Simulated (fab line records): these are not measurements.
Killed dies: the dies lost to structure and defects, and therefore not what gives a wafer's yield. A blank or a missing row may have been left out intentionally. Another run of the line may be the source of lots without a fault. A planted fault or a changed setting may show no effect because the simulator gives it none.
Struck lot and sound lot, side by side :: flow n5 finfet :: 34 steps out of a route of 1938
Sound: the wafers L760.1, L760.5, L760.6. Struck: wafer L750.3. (L750.1, L750.2 of the same lot were not struck and are left out.) The cause comes at the end.
For every step that has rows: the tool of each side, followed by ch and its chambers, followed by its first start. Under that, the readings that differ: sound wafers :: struck wafers :: difference of the means :: sigmas: that difference in standard deviations of wafers without a fault.
alike: a reading whose means differ by less than 2 such deviations, as well as words and numbers matching on both sides. not compared: withheld readings; readings where some wafer has no value; bounds like >300 that might hide an equal value; numbers whose values overlap and for which the record gives no deviation.
The two part at a step that has a row with sigmas, a row that says differs or no value, or rows on one side only. When numbers do not overlap yet have no deviation, they are printed without sigmas and do not part them. A reading that every wafer of one side lacks parts them only if that side has two wafers or more.

first, 9 steps without rows for these wafers: N5_BEOL_M11_EXPOSE_25 (exposes mask V10); N5_BEOL_M11_PEB_26 (peb time 60 s); N5_BEOL_M11_DEVELOP_27 (develop time 30 s); N5_BEOL_M11_DESCUM_33 (chemistry O2, time 7.9 s); N5_BEOL_M11_ETCH_65 (etches SiARC in CF4, target depth 39 nm, time 65 s); N5_BEOL_M11_ETCH_66 (etches SOC in N2/H2, target depth 120 nm, overetch 24 nm, time 180 s); N5_BEOL_M11_STRIP_69 (strips in N2/H2); N5_BEOL_M11_VIA_ETCH_34 (etches SiCOH lowk in C4F6/O2, target depth 184.5 nm, time 69.2 s); N5_BEOL_M11_STRIP_73 (strips in C4F6/O2).
N5_BEOL_M11_STRIP_36: strips in N2/H2.
  sound on rie diel-02 ch 0,1,3, day 16 16:55; struck on rie diel-02 ch 1, day 13 20:47
reading: rf vpp V (V)
sound: 57.6 61.0 57.5
struck: 64.6
difference: +5.9
sigmas: +3
  alike: drypump motor current A, n2 flow sccm, oes product au, power w, showerhead plenum p Torr, throttle valve pct
  not compared: rf hours counter h
then, 23 steps without rows for these wafers: N5_BEOL_M11_TRENCH_ETCH_37 (etches SiCOH lowk in C4F6/O2, target depth 148.83 nm, time 48 s); N5_BEOL_M11_ETCH_41 (etches SiCN in CH3F/O2, target depth 42.6 nm, time 86 s); N5_BEOL_M11_STRIP_77 (strips in N2/H2, time 10 s); N5_BEOL_M11_HM_STRIP_39 (strips TiN in peroxide tin strip, target depth 25 nm, time 158 s); N5_BEOL_M11_SRD_40 (time 30 s); N5_BEOL_M11_PRECLEAN_42 (cleans in residue remover, time 60 s); N5_BEOL_M11_SRD_43 (time 30 s); N5_BEOL_M11_CURE_72 (cures SiCOH lowk, time 120 s); N5_BEOL_M11_DEGAS_44 (time 60 s); N5_BEOL_M11_PRE_CLEAN_45 (time 30 s); N5_BEOL_M11_ALD_74 (deposits TaN, target thk 2 nm, pulse time 2 s, purge time 3 s); N5_BEOL_M11_SURFACE_TREAT_76; N5_BEOL_M11_CVD_75 (deposits Co from CCTBA/H2, target thk 2 nm, time 138.9 s); N5_BEOL_M11_SPUTTER_48 (material Cu, target thk 12 nm, time 2 s); N5_BEOL_M11_ECD_50 (material Cu, target thk 318 nm); N5_BEOL_M11_ANNEAL_51 (time 90 s); N5_BEOL_M11_CMP_52 (polishes, stops on SiCOH lowk, t overpolish 7 s, target thk 140 nm); N5_BEOL_M11_PRE_CLEAN_55 (time 15 s); N5_BEOL_M11_DEP_56 (deposits SiCN from 3MS/NH3, target thk 30 nm, time 10.5 s); N5_BEOL_M12_ILD_DEP_00 (deposits SiOC from DEMS/O2, target thk 658.92 nm, time 130.7 s); N5_BEOL_M12_COAT_58 (time 60 s, resist thk 89 nm); N5_BEOL_M12_COAT_04 (resist thk 400 nm); N5_BEOL_M12_EBR_06.
-- record jumps: 2 days separate the struck wafers' starts on either side; left off in module BEOL_M12, taken up again in module PASSIVATION, whose first shown step is the route's number 1936 --
N5_PASSIVATION_PROBE_49:
  sound: prober-02 at day 18 14:19; struck: prober-02 at day 16 04:31
reading: defect limited yield (%)
sound: 91.9 90.6 89.4
struck: 79.9
difference: -10.7
sigmas: -8

reading: killed_at_M4_up
sound: 8 14 17
struck: 163
difference: +150
sigmas: +30

reading: killed at front end
sound: 46 44 51
struck: 17
difference: -30
sigmas: -2

reading: killed dies
sound: 95 111 125
struck: 237
difference: +127
sigmas: +8

reading: sort_bin_5_function (%)
sound: 4.2 5.2 5.4
struck: 12.9
difference: +8.0
sigmas: +9

reading: sort n pass
sound: 1085 1069 1055
struck: 943
difference: -127
sigmas: -7

reading: sort yield pct (%)
sound: 91.9 90.6 89.4
struck: 79.9
difference: -10.7
sigmas: -7
  alike: killed_at_M0_to_M3, killed at contacts, killed at other, killed open, killed short, sort_bin_6_memory

== WHERE THEY PART ==
Last at N5_PASSIVATION_PROBE_49 as far as this record goes, first at N5_BEOL_M11_STRIP_36.

WHY: what the simulator had put in
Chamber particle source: rie diel-02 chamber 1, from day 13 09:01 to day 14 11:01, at N5_BEOL_M11_STRIP_36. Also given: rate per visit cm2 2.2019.
